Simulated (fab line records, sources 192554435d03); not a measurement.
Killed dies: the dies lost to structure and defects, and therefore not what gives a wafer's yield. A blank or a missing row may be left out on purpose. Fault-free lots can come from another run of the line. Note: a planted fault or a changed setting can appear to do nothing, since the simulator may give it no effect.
Chamber matching    flow n5_finfet    4 sister chambers for N5_BEOL_M10_STRIP_67 on rie_diel-02
The step strips in CF4. 4 wafers are shown with their chamber, then 7 later ones without.

## WAFERS WITH THEIR CHAMBER
wafer   chamber  drypump_motor_current_A (A)
L083.5  3        6.8
L088.5  1        6.3
L089.1  0        5.8
L089.4  2        5.8

## WAFERS WHOSE CHAMBER IS MISSING
wafer   drypump_motor_current_A (A)
L089.6  6.8
L090.3  5.9
L090.4  6.8
L090.6  6.8
L093.3  5.8
L093.5  5.8
L093.6  6.3

## WHICH CHAMBER EACH WENT THROUGH
wafer   from the rows above      in truth
L089.6  3                        3
L090.3  can't be placed: 0 or 2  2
L090.4  3                        3
L090.6  3                        3
L093.3  can't be placed: 0 or 2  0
L093.5  can't be placed: 0 or 2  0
L093.6  1                        1
Placed correctly: 4 of 7. Cannot be placed on the basis of these rows: 3; the candidates contain the true chamber in 3. Placed wrongly: 0.
How it was worked out, from the rows above alone: a wafer's distance from a chamber is the root of the sum, over the readings, of the square of ((its reading less the chamber's mean) divided by the reading's scatter). If the next closest chamber is less than 2 further off than the closest, the wafer can't be placed; otherwise it belongs to the closest. For every chamber, the mean is computed from those of its wafers that are shown. The scatter: with one shown wafer a chamber, the root of the mean of the squares of how far each hidden wafer lies from its nearest shown one.
